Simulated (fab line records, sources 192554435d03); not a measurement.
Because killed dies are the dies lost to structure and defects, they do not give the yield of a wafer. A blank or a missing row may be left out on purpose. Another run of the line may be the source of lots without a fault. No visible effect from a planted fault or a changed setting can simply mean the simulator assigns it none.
fab line records ; flow n5-finfet
record lots=6; wafers=18; last-day=18
route steps=1938 shown BEOL_M9@1401
lots with no fault: from the same line, run without faults
start-h: the number of hours between the record's first day and the start of the first shown wafer of the lot ; wait-h: hours elapsed since this lot's preceding step ; " unchanged from the row above ; L1.1+2: a row that stands for several wafers ; - no value, or no start was given ; * or withheld: withheld ; < > ~ a bound
route shown NAME@n: a module of which the file shows steps, and the number in the route of the first ; usual: mean/standard deviation of fault-free wafers ; same: alike in all rows ; chamber/n: place in a boat ; sites: per-site readings ; _std_site: the values' standard deviation ; _edge_site: the outer-site mean with the inner-site mean subtracted ; radius-mm: for every site, how far away it sits from the centre of the wafer ; mask NAME#n: copy n ; behind: the tool/chamber that last shaped the wafer ; hold: the reason the lot was held/the length of the hold in hours/how it ended ; device: which transistor (n, p or np) failed to switch ; end of line: tests of these same wafers at the route's end ; a step given without rows: its recipe and nothing more ; killed: at the first sort, the dies lost to defects and structure; wafer yield is something else ; map: the dies of a wafer, with x for killed, . for not killed, _ for no die there
set.NAME: the setting as run; set.NAME@STEP: as run at that earlier step ; model.NAME: the simulator's own value behind a step, which no gauge read
a table for each step, a row for each wafer; lots at some steps of the route
services: the hour from which a tool's chamber was out of use, counted from the record's first day as start-h (under 0 if before that day), plus the number of hours and why
## steps
# step N5_BEOL_M9_ILD_DEP_00
# recipe material=SiCOH_lowk; target-thk-a=3085.1; temp-c=300; precursor=DEMS/porogen; pressure-torr=5; rf-w=500; time-s=58
# usual heater-power-outer-w=131/26; heater-power-w=293/45; showerhead-plenum-p-Torr=5.739/0.019; showerhead-vpp-V=1439/67; throttle-valve-pct=13.5/0.64
lot.wafer;tool;chamber;start-h;wait-h;heater-power-outer-w;heater-power-w;showerhead-plenum-p-Torr;showerhead-vpp-V;throttle-valve-pct
L216.1;pecvd-03;1;208.85;0.0;109;251;5.704;1501;13.7
L216.2;pecvd-03;0;208.85;0.0;148;343;5.769;1446;13.4
L216.5;pecvd-03;0;208.85;0.0;157;358;5.766;1436;13.3
L217.2;pecvd-02;1;218.03;0.0;71;196;5.728;1407;14.1
L217.4;pecvd-02;2;218.03;0.0;101;265;5.767;1304;12.6
L217.6;pecvd-02;1;218.03;0.0;76;206;5.719;1414;13.8
L226.2;pecvd-04;1;273.90;0.0;145;344;5.750;1561;14.3
L226.3;pecvd-04;2;273.90;0.0;144;327;5.741;1382;12.9
L226.5;pecvd-04;2;273.90;0.0;151;332;5.742;1407;13.1
L227.1;pecvd-02;0;295.90;0.0;124;280;5.725;1469;14.4
L227.5;pecvd-02;0;295.90;0.0;127;287;5.719;1500;14.5
L227.6;pecvd-02;2;295.90;0.0;130;306;5.762;1302;12.5
L238.1;pecvd-03;2;359.38;0.0;135;302;5.745;1471;13.2
L238.3;pecvd-03;0;359.38;0.0;169;359;5.756;1458;13.5
L238.5;pecvd-03;1;359.38;0.0;128;272;5.698;1458;13.7
L237.1;pecvd-02;1;370.17;0.0;83;211;5.713;1410;13.8
L237.4;pecvd-02;1;370.17;0.0;87;224;5.712;1405;13.8
L237.6;pecvd-02;2;370.17;0.0;150;332;5.740;1333;12.7
# step N5_BEOL_M9_CURE_71
# recipe temp-c=385; time-s=240; ambient=He/Ar; material=SiCOH_lowk
# usual lamp-power-pct=52.32/0.052; wafer_temp_C_max=387.1/0.84
lot.wafer;tool;chamber;start-h;wait-h;lamp-power-pct;wafer_temp_C_max
L216.1;uv-cure-01;0;208.96;0.1;52.32;385.9
L216.2;uv-cure-01;0;208.96;0.1;52.30;386.2
L216.5;uv-cure-01;0;208.96;0.1;52.33;387.0
L217.2;uv-cure-01;0;218.19;0.1;52.27;386.4
L217.4;uv-cure-01;0;218.19;0.1;52.24;387.1
L217.6;uv-cure-01;0;218.19;0.1;52.30;386.1
L226.2;uv-cure-02;0;274.06;0.1;52.26;387.5
L226.3;uv-cure-02;0;274.06;0.1;52.38;390.3
L226.5;uv-cure-02;0;274.06;0.1;52.33;387.2
L227.1;uv-cure-01;2;295.97;0.0;52.25;386.9
L227.5;uv-cure-01;2;295.97;0.0;52.35;386.8
L227.6;uv-cure-01;2;295.97;0.0;52.37;387.1
L238.1;uv-cure-03;1;359.45;0.0;52.28;386.8
L238.3;uv-cure-03;1;359.45;0.0;52.32;387.1
L238.5;uv-cure-03;1;359.45;0.0;52.26;386.8
L237.1;uv-cure-01;1;370.25;0.0;52.38;387.4
L237.4;uv-cure-01;1;370.25;0.0;52.37;386.8
L237.6;uv-cure-01;1;370.25;0.0;52.34;386.7
# step N5_BEOL_M9_THK_MEAS_01
# recipe reads=SiCOH_lowk_of_BEOL_M9_ILD_DEP_00
# usual M9_ILD_THK=267/3.9
lot.wafer;tool;chamber;start-h;wait-h;M9_ILD_THK[nm]
L216.1;film-metro-01;-;209.95;0.8;257
L216.2;film-metro-01;-;209.95;0.8;261
L216.5;film-metro-01;-;209.95;0.8;264
L217.2;film-metro-01;-;218.62;0.4;262
L217.4;film-metro-01;-;218.62;0.4;271
L217.6;film-metro-01;-;218.62;0.4;269
L226.2;film-metro-02;-;274.49;0.4;268
L226.3;film-metro-02;-;274.49;0.4;270
L226.5;film-metro-02;-;274.49;0.4;273
L227.1;film-metro-01;-;296.97;0.8;261
L227.5;film-metro-01;-;296.97;0.8;265
L227.6;film-metro-01;-;296.97;0.8;267
L238.1;film-metro-02;-;359.97;0.4;263
L238.3;film-metro-02;-;359.97;0.4;265
L238.5;film-metro-02;-;359.97;0.4;271
L237.1;film-metro-02;-;370.76;0.4;264
L237.4;film-metro-02;-;370.76;0.4;271
L237.6;film-metro-02;-;370.76;0.4;268
# step N5_BEOL_M9_PECVD_70
# recipe material=SiO2; target-thk-a=200; temp-c=400; precursor=TEOS/O2; pressure-torr=5.5; rf-w=450; teos-flow-sccm=53.8; gas=O2; flow-sccm=3000; time-s=22.7
# usual heater-power-outer-w=406/53; heater-power-w=691/81; showerhead-plenum-p-Torr=8.79/0.08; showerhead-vpp-V=1373/57; throttle-valve-pct=21.7/0.92
lot.wafer;tool;chamber;start-h;wait-h;heater-power-outer-w;heater-power-w;showerhead-plenum-p-Torr;showerhead-vpp-V;throttle-valve-pct
L216.1;pecvd-02;2;209.99;0.0;357;621;8.86;1246;19.9
L216.2;pecvd-02;1;209.99;0.0;322;578;8.70;1332;22.4
L216.5;pecvd-02;0;209.99;0.0;399;643;8.75;1383;23.3
L217.2;pecvd-02;2;218.66;0.0;438;779;8.86;1244;20.0
L217.4;pecvd-02;2;218.66;0.0;445;767;8.85;1257;20.1
L217.6;pecvd-02;1;218.66;0.0;266;495;8.67;1339;22.4
L226.2;pecvd-02;1;274.53;0.0;324;583;8.68;1331;22.0
L226.3;pecvd-02;2;274.53;0.0;426;740;8.85;1242;20.2
L226.5;pecvd-02;2;274.53;0.0;417;728;8.88;1254;20.1
L227.1;pecvd-04;2;297.00;0.0;459;764;8.81;1318;21.0
L227.5;pecvd-04;0;297.00;0.0;443;641;8.91;1400;21.2
L227.6;pecvd-04;1;297.00;0.0;452;796;8.83;1463;23.1
L238.1;pecvd-03;1;360.00;0.0;396;660;8.64;1385;21.8
L238.3;pecvd-03;2;360.00;0.0;361;626;8.82;1370;21.0
L238.5;pecvd-03;1;360.00;0.0;401;672;8.66;1395;21.8
L237.1;pecvd-03;0;370.80;0.0;383;704;8.86;1370;21.7
L237.4;pecvd-03;0;370.80;0.0;379;696;8.85;1362;21.8
L237.6;pecvd-03;2;370.80;0.0;388;670;8.79;1381;21.3
# step N5_BEOL_M9_HM_DEP_02
# recipe material=TiN; target-thk-a=200; temp-c=25; chamber-pressure-pa=0.49996
# usual throttle-valve-pct=29.9/0.97
lot.wafer;tool;chamber;start-h;wait-h;throttle-valve-pct
L216.1;pvd-sputter-02;-;210.73;0.7;30.1
L216.2;pvd-sputter-02;-;210.73;0.7;30.5
L216.5;pvd-sputter-02;-;210.73;0.7;30.4
L217.2;pvd-sputter-03;-;220.26;1.6;28.4
L217.4;pvd-sputter-03;-;220.26;1.6;30.6
L217.6;pvd-sputter-03;-;220.26;1.6;28.2
L226.2;pvd-sputter-03;-;274.58;0.0;29.6
L226.3;pvd-sputter-03;-;274.58;0.0;28.1
L226.5;pvd-sputter-03;-;274.58;0.0;29.4
L227.1;pvd-sputter-02;-;298.93;1.9;29.3
L227.5;pvd-sputter-02;-;298.93;1.9;29.3
L227.6;pvd-sputter-02;-;298.93;1.9;30.3
L238.1;pvd-sputter-02;-;360.52;0.5;30.6
L238.3;pvd-sputter-02;-;360.52;0.5;29.3
L238.5;pvd-sputter-02;-;360.52;0.5;30.1
L237.1;pvd-sputter-02;-;371.37;0.6;30.2
L237.4;pvd-sputter-02;-;371.37;0.6;31.7
L237.6;pvd-sputter-02;-;371.37;0.6;31.7
# step N5_BEOL_M9_COAT_59
# recipe resist=SOC; temp-c=250; time-s=60; spin-rpm=1500; resist-thk-nm=100
# step N5_BEOL_M9_COAT_60
# recipe resist=SiARC; temp-c=220; time-s=60; spin-rpm=1500; resist-thk-nm=30
# step N5_BEOL_M9_COAT_05
# recipe resist=CAR-ArF; spin-rpm=1500; resist-thk-nm=90
# step N5_BEOL_M9_EBR_07
# recipe solvent=PGMEA; ebr-width-mm=1.5
# step N5_BEOL_M9_SOFTBAKE_06
# recipe temp-c=110; time-s=60; resist=CAR-ArF
# step N5_BEOL_M9_EXPOSE_08
# recipe mask-id=M9; na=1.35; source-shape=dipole; sigma-inner=0.411; sigma-outer=0.611; polarization=te; dose-mj=53.75
# step N5_BEOL_M9_PEB_09
# recipe peb-temp-c=withheld; peb-time-s=60; resist=CAR-ArF
# step N5_BEOL_M9_DEVELOP_10
# recipe develop-time-s=30; developer=TMAH; resist=CAR-ArF; rinse-liquid=diw; dry=air-spin; dev-temp-c=23
# usual chill-plate-temp-C=22.98/0.11; develop-time-s=30/0
lot.wafer;tool;chamber;start-h;wait-h;chill-plate-temp-C;develop-time-s;model.CAR-ArF_of_BEOL_M9_COAT_05.thk-nm
L216.1;litho-track-02;0;211.04;-;23.15;30;88.2
L216.2;litho-track-02;0;211.04;-;23.07;30;88.2
L216.5;litho-track-02;0;211.04;-;23.23;30;88.2
L217.2;litho-track-03;0;220.70;-;22.85;30;88
L217.4;litho-track-03;0;220.70;-;22.77;30;88.2
L217.6;litho-track-03;0;220.70;-;22.84;30;87.8
L226.2;litho-track-02;-;275.02;-;-;-;89.8
L226.3;litho-track-02;-;275.02;-;-;-;90.2
L226.5;litho-track-02;-;275.02;-;-;-;90
L227.1;litho-track-03;-;299.39;-;-;-;90.2
L227.5;litho-track-03;-;299.39;-;-;-;90.2
L227.6;litho-track-03;-;299.39;-;-;-;90
L238.1;litho-track-01;0;360.96;-;23.16;30;88.2
L238.3;litho-track-01;0;360.96;-;23.01;30;88
L238.5;litho-track-01;0;360.96;-;22.97;30;88.2
L237.1;litho-track-01;0;371.80;-;22.97;30;88.6
L237.4;litho-track-01;0;371.80;-;23.18;30;88.6
L237.6;litho-track-01;0;371.80;-;23.12;30;88.8
# step N5_BEOL_M9_CD_MEAS_11
# recipe target-cd-nm=64.1; landing-energy-ev=500; detector=se-inlens; polarity=opening
# usual cd-nm=63.9/0.52
lot.wafer;tool;chamber;start-h;wait-h;cd-nm
L216.1;cd-sem-01;0;211.10;-;63.3
L216.2;cd-sem-01;0;211.10;-;62.8
L216.5;cd-sem-01;0;211.10;-;63.3
L217.2;cd-sem-01;0;220.76;-;65.0
L217.4;cd-sem-01;0;220.76;-;64.7
L217.6;cd-sem-01;0;220.76;-;64.8
L226.2;cd-sem-02;0;275.08;-;-
L226.3;cd-sem-02;0;275.08;-;-
L226.5;cd-sem-02;0;275.08;-;-
L227.1;cd-sem-03;0;299.45;-;-
L227.5;cd-sem-03;0;299.45;-;-
L227.6;cd-sem-03;0;299.45;-;-
L238.1;cd-sem-02;0;361.02;-;64.4
L238.3;cd-sem-02;0;361.02;-;63.7
L238.5;cd-sem-02;0;361.02;-;64.6
L237.1;cd-sem-03;0;371.86;-;64.0
L237.4;cd-sem-03;0;371.86;-;63.6
L237.6;cd-sem-03;0;371.86;-;64.2
## services
tool;chamber;start-h;hours;kind
pecvd-02;0;199.26;5.5;scheduled-down
pecvd-03;2;202.38;-;clean
pecvd-03;2;202.38;-;consumable-replace:showerhead
pecvd-03;2;202.38;29.0;scheduled-down
pecvd-03;2;202.38;29.0;vent-cycle
pecvd-04;2;233.81;14.8;repair
pecvd-04;-;237.05;0.8;repair
uv-cure-01;-;238.74;3.4;pm
pecvd-03;-;255.45;3.2;repair
pecvd-03;0;264.70;12.5;repair
pecvd-04;-;264.72;2.1;repair
pecvd-02;2;268.35;5.5;scheduled-down
uv-cure-02;-;271.07;1.5;repair
pecvd-03;0;286.79;6.2;repair
pecvd-03;1;289.53;4.4;repair
uv-cure-03;-;290.46;0.3;repair
uv-cure-01;-;305.86;2.8;pm
litho-track-01;-;318.61;-;consumable-replace:filter
litho-track-01;-;334.31;-;consumable-replace:filter
uv-cure-01;-;357.97;2.7;repair
litho-track-03;-;364.35;-;consumable-replace:filter
uv-cure-01;-;365.97;0.2;repair
## key
first-sign step=N5_BEOL_M9_DEVELOP_10; reading=tool-record; direction=missing
effect none on later readings
model-effect step=N5_BEOL_M9_DEVELOP_10; value=CAR-ArF_of_BEOL_M9_COAT_05.thk-nm; without=88.4; struck=90.07
met-at N5_BEOL_M9_DEVELOP_10
struck-wafers L226.2,L226.3,L226.5,L227.1,L227.5,L227.6
later-rows-left-out L226.2,L226.3,L226.5,L227.1,L227.5,L227.6
sort-left-out L226.2,L226.3,L226.5,L227.1,L227.5,L227.6
onset-between 220.70 275.02
fault kind=skipped-step-whole; tool=litho-track-02,litho-track-03; chamber=-; onset-h=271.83; steps=N5_BEOL_M9_DEVELOP_10; scope=struck-lots-only
# sort-left-out: the simulated sort isn't trusted on such a fault, so these wafers' sort isn't shown, and their yield isn't known
# later-rows-left-out: the simulator's readings of these wafers behind a module that went badly wrong aren't trusted and aren't shown, but for the sort
